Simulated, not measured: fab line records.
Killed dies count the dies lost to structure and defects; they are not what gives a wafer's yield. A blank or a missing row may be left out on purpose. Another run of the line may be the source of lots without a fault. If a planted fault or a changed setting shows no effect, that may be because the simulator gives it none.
Which of the tools did it? -- flow n5_finfet -- 10 lots, 30 wafers sampled, at 5 steps of a route of 1938

## WHAT THE GAUGES SHOWED, per wafer
N5_MOL_CONTACT_COAG_CD_MEAS_99: target cd 17.2 nm. Usual: 17.2 nm for cd_nm, sd 0.37.
lot,measured,on,cd_nm (nm),flag
L295,day 4 13:39,cd_sem-01,17.0 17.4 17.2,
L297,day 5 04:07,cd_sem-01,17.6 17.3 17.3,
L300,day 5 22:29,cd_sem-01,17.3 17.5 17.9,
L303,day 6 17:56,cd_sem-01,17.1 17.1 16.5,
L309,day 8 06:16,cd_sem-03,17.7 17.5 17.9,
L311,day 8 15:44,cd_sem-03,17.3 17.6 17.2,
L312,day 9 00:49,cd_sem-01,17.8 17.0 17.0,
L314,day 9 14:59,cd_sem-01,17.3 17.1 17.2,
L316,day 10 02:12,cd_sem-02,17.0 17.2 17.3,
L317,day 10 04:24,cd_sem-01,17.6 17.5 17.5,

N5_BEOL_M4_RC_MEAS_101. Usual: DIBL_N 37.0 mV/V, standard deviation 1.6; DIBL_P 37.0 mV/V, standard deviation 2.1; IOFF_N 0.17 nA/um, standard deviation 0.032; IOFF_P 0.22 nA/um, standard deviation 0.043; ION_N 679 uA/um, standard deviation 13; ION_P 465 uA/um, standard deviation 9.5; RC_DENSE_N 18.9 ohm.um, standard deviation 0.46; RC_DENSE_P 23.6 ohm.um, standard deviation 0.57; RC_N 15.4 ohm.um, standard deviation 0.35; RC_P 19.3 ohm.um, standard deviation 0.48; REXT_N 74.9 ohm.um, standard deviation 1.9; REXT_P 100.2 ohm.um, standard deviation 2.4; SS_N 71.7 mV/dec, standard deviation 0.59; SS_P 73.6 mV/dec, standard deviation 0.64; VT_N 249 mV, standard deviation 3.2; VT_P -249 mV, standard deviation 4.1.
lot,measured,on,DIBL_N (mV/V),DIBL_P (mV/V),IOFF_N (nA/um),IOFF_P (nA/um),ION_N (uA/um),ION_P (uA/um),RC_DENSE_N (ohm.um),RC_DENSE_P (ohm.um),RC_N (ohm.um),RC_P (ohm.um),REXT_N (ohm.um),REXT_P (ohm.um),SS_N (mV/dec),SS_P (mV/dec),VT_N (mV),VT_P (mV),flag
L295,day 10 21:20,prober-01,36.1 37.7 35.1,34.2 34.9 34.2,0.13 0.15 0.12,0.17 0.18 0.17,663 662 656,454 453 450,19.1 19.6 19.0,24.0 24.2 23.8,15.6 15.9 15.4,19.6 19.9 19.3,73.9 73.4 73.6,103.6 103.5 100.9,71.3 71.9 72.3,73.7 73.6 73.1,252 252 257,-257 -256 -255,
L297,day 10 23:23,prober-01,37.1 36.9 35.1,37.7 37.9 35.9,0.15 0.15 0.13,0.20 0.20 0.19,663 678 679,453 467 467,18.8 18.6 18.6,23.9 23.5 23.4,15.3 15.2 15.3,19.4 19.1 19.2,74.4 73.4 73.8,98.2 96.6 97.7,72.1 71.6 71.2,74.2 74.0 73.1,252 253 253,-254 -254 -250,
L300,day 11 19:07,prober-01,38.3 39.5 38.3,38.2 38.6 38.5,0.19 0.22 0.20,0.23 0.24 0.22,673 666 667,459 455 457,33.1 33.0 32.8,40.7 40.4 40.2,26.8 26.7 26.6,33.1 32.9 32.8,89.5 89.4 87.8,114.7 113.5 116.4,72.0 72.1 71.9,73.2 74.2 73.5,246 241 245,-249 -248 -250,OFF
L303,day 13 07:55,prober-01,38.4 38.3 37.5,38.6 39.0 37.0,0.20 0.21 0.18,0.24 0.25 0.22,674 686 659,460 463 451,33.7 33.6 33.7,41.4 41.8 42.1,27.1 26.9 27.4,33.6 33.7 34.2,84.8 86.2 85.5,113.8 114.5 115.1,71.3 71.4 71.6,73.9 74.3 73.4,246 243 249,-247 -247 -248,OFF
L309,day 14 08:27,prober-02,38.4 35.5 38.5,38.5 34.1 37.9,0.21 0.15 0.21,0.31 0.22 0.28,691 667 682,481 459 473,18.2 18.3 18.0,22.9 23.0 22.5,14.8 15.0 14.8,18.4 18.8 18.4,71.3 71.9 70.6,98.5 99.5 99.4,72.2 71.4 72.4,73.4 73.4 73.9,244 249 244,-243 -248 -247,
L311,day 15 02:08,prober-02,37.9 38.6 36.5,38.6 38.9 36.7,0.20 0.21 0.17,0.27 0.26 0.23,695 681 671,476 465 468,19.0 18.8 19.0,24.2 24.1 24.0,15.4 15.6 15.4,19.7 19.6 19.8,72.9 74.1 73.1,101.8 103.6 103.1,72.2 72.8 71.5,74.1 74.4 72.8,247 247 247,-247 -245 -250,
L312,day 15 06:29,prober-01,39.9 34.1 33.9,43.9 37.2 35.6,0.27 0.14 0.14,0.38 0.22 0.20,698 659 655,481 458 453,19.0 18.7 19.2,23.3 23.3 23.7,15.4 15.2 15.6,19.1 18.7 19.3,75.6 74.7 73.6,95.9 96.5 95.6,72.1 71.6 71.4,75.1 73.2 73.2,241 249 251,-241 -251 -249,
L314,day 15 07:17,prober-02,35.7 37.2 36.7,35.7 38.3 36.9,0.15 0.19 0.16,0.22 0.26 0.21,668 687 670,463 472 458,18.9 19.1 19.1,24.0 23.9 24.2,15.2 15.4 15.6,19.3 19.7 19.7,75.3 74.8 74.8,98.1 98.8 98.5,72.1 72.0 71.7,73.2 73.7 74.2,249 248 252,-248 -247 -249,
L316,day 15 15:10,prober-01,35.7 35.9 35.4,37.3 37.6 36.7,0.13 0.14 0.13,0.16 0.17 0.16,671 675 655,455 451 441,19.4 19.0 19.1,24.0 23.3 23.6,15.8 15.3 15.5,19.3 18.9 19.2,76.9 76.5 77.5,100.8 100.5 99.5,71.9 71.2 71.5,73.7 73.8 73.3,256 251 251,-257 -258 -259,
L317,day 16 15:03,prober-02,38.4 39.6 39.7,39.5 40.4 40.2,0.22 0.26 0.25,0.32 0.36 0.35,700 719 707,492 489 487,18.3 18.5 18.9,22.9 23.0 23.7,14.8 15.1 15.3,18.6 18.8 19.3,76.6 75.5 75.7,98.0 98.8 98.6,71.9 72.6 72.2,74.2 75.2 74.7,243 241 242,-240 -240 -238,

## WHAT TOOL EACH LOT RAN ON (gives the tool, then ch and the chambers of the sampled wafers, and finally the start)
lot,N5_MOL_CONTACT_COAG_IMPLANT_129,N5_MOL_CONTACT_COAG_TI_SIL_19,N5_MOL_CONTACT_COAG_SPUTTER_130
L295,"implanter-01 ch 0, day 4 20:54","pvd_sputter-02, day 4 21:40","pvd_sputter-03, day 5 01:26"
L297,"implanter-01 ch 0, day 5 04:09","pvd_sputter-01, day 5 05:31","pvd_sputter-03, day 5 10:10"
L300,"implanter-01 ch 0, day 5 22:36","pvd_sputter-01, day 5 23:08","pvd_sputter-02, day 6 05:02"
L303,"implanter-01 ch 0, day 6 18:03","pvd_sputter-01, day 6 20:08","pvd_sputter-01, day 6 23:53"
L309,"implanter-02 ch 0, day 8 06:22","pvd_sputter-03, day 8 07:23","pvd_sputter-02, day 8 12:22"
L311,"implanter-02 ch 0, day 8 15:47","pvd_sputter-01, day 8 16:44","pvd_sputter-01, day 8 22:53"
L312,"implanter-01 ch 0, day 9 00:52","pvd_sputter-01, day 9 01:32","pvd_sputter-01, day 9 06:51"
L314,"implanter-01 ch 0, day 9 15:01","pvd_sputter-02, day 9 15:28","pvd_sputter-03, day 9 20:22"
L316,"implanter-01 ch 0, day 10 02:14","pvd_sputter-01, day 10 02:53","pvd_sputter-01, day 10 06:37"
L317,"implanter-01 ch 0, day 10 04:29","pvd_sputter-02, day 10 04:55","pvd_sputter-02, day 10 09:36"
- N5_MOL_CONTACT_COAG_IMPLANT_129
- N5_MOL_CONTACT_COAG_TI_SIL_19: material Ti, target thk 4.2 nm, time 15 s.
- N5_MOL_CONTACT_COAG_SPUTTER_130: material Co, target thk 47.5 nm.

## WHAT THE TOOLS THEMSELVES READ (means of the sampled wafers that have a number; where no wafer has one, the mark that the record gives instead)
N5_MOL_CONTACT_COAG_IMPLANT_129. Usual: beam_energy_keV 3.0000, standard deviation 0.001; end_station_pressure_torr 5.63e-06 Torr, standard deviation 3e-07.
lot,tool,beam_energy_keV,end_station_pressure_torr (Torr),flag
L295,implanter-01,2.9996,5.62e-06,
L297,implanter-01,2.9987,5.73e-06,
L300,implanter-01,0.8271,6.52e-06,OFF
L303,implanter-01,0.8273,6.49e-06,OFF
L309,implanter-02,3.0007,5.46e-06,
L311,implanter-02,2.9996,5.33e-06,
L312,implanter-01,2.9999,5.84e-06,
L314,implanter-01,3.0001,5.64e-06,
L316,implanter-01,3.0002,5.72e-06,
L317,implanter-01,3.0002,5.67e-06,

N5_MOL_CONTACT_COAG_TI_SIL_19. Usual: 29.8 % for throttle_valve_pct, sd 0.91.
lot,tool,throttle_valve_pct (%),flag
L295,pvd_sputter-02,29.6,
L297,pvd_sputter-01,29.3,
L300,pvd_sputter-01,29.7,
L303,pvd_sputter-01,29.7,
L309,pvd_sputter-03,29.7,
L311,pvd_sputter-01,28.9,
L312,pvd_sputter-01,30.0,
L314,pvd_sputter-02,29.7,
L316,pvd_sputter-01,29.4,
L317,pvd_sputter-02,29.7,

N5_MOL_CONTACT_COAG_SPUTTER_130. Usual: 29.8 % for throttle_valve_pct, sd 0.89.
lot,tool,throttle_valve_pct (%),flag
L295,pvd_sputter-03,30.4,
L297,pvd_sputter-03,29.8,
L300,pvd_sputter-02,29.2,
L303,pvd_sputter-01,29.0,
L309,pvd_sputter-02,29.6,
L311,pvd_sputter-01,30.3,
L312,pvd_sputter-01,29.5,
L314,pvd_sputter-03,29.7,
L316,pvd_sputter-01,29.7,
L317,pvd_sputter-02,29.6,

## THE ANSWER, worked out from the rows above alone
Rule: a lot is off if the mean of its wafers that have a number lies more than 3 standard deviations from the usual mean. Also off: a lot with no number at a reading for which 4 or more lots have one. Where the step has rows for the other lots, those lots are counted as sound. First the gauges in route order, then the tools' own readings, where a lot's mean is used as printed above. The first step at which some lot is off is used, and at that step the reading that is off furthest; a lot without a number counts as furthest.
Off: L300, L303, seen at N5_BEOL_M4_RC_MEAS_101 (RC_N).
If a tool, at a process step before that reading, ran all the lots that are off and no sound lot after the first of them, it fits. The gauges at N5_BEOL_M4_RC_MEAS_101 aren't tried: what is off there is off at N5_MOL_CONTACT_COAG_IMPLANT_129 too, on other tools, and a gauge's error can't cause that. No candidate that was tried fits.

## WHAT HAD BEEN PUT IN BY THE SIMULATOR
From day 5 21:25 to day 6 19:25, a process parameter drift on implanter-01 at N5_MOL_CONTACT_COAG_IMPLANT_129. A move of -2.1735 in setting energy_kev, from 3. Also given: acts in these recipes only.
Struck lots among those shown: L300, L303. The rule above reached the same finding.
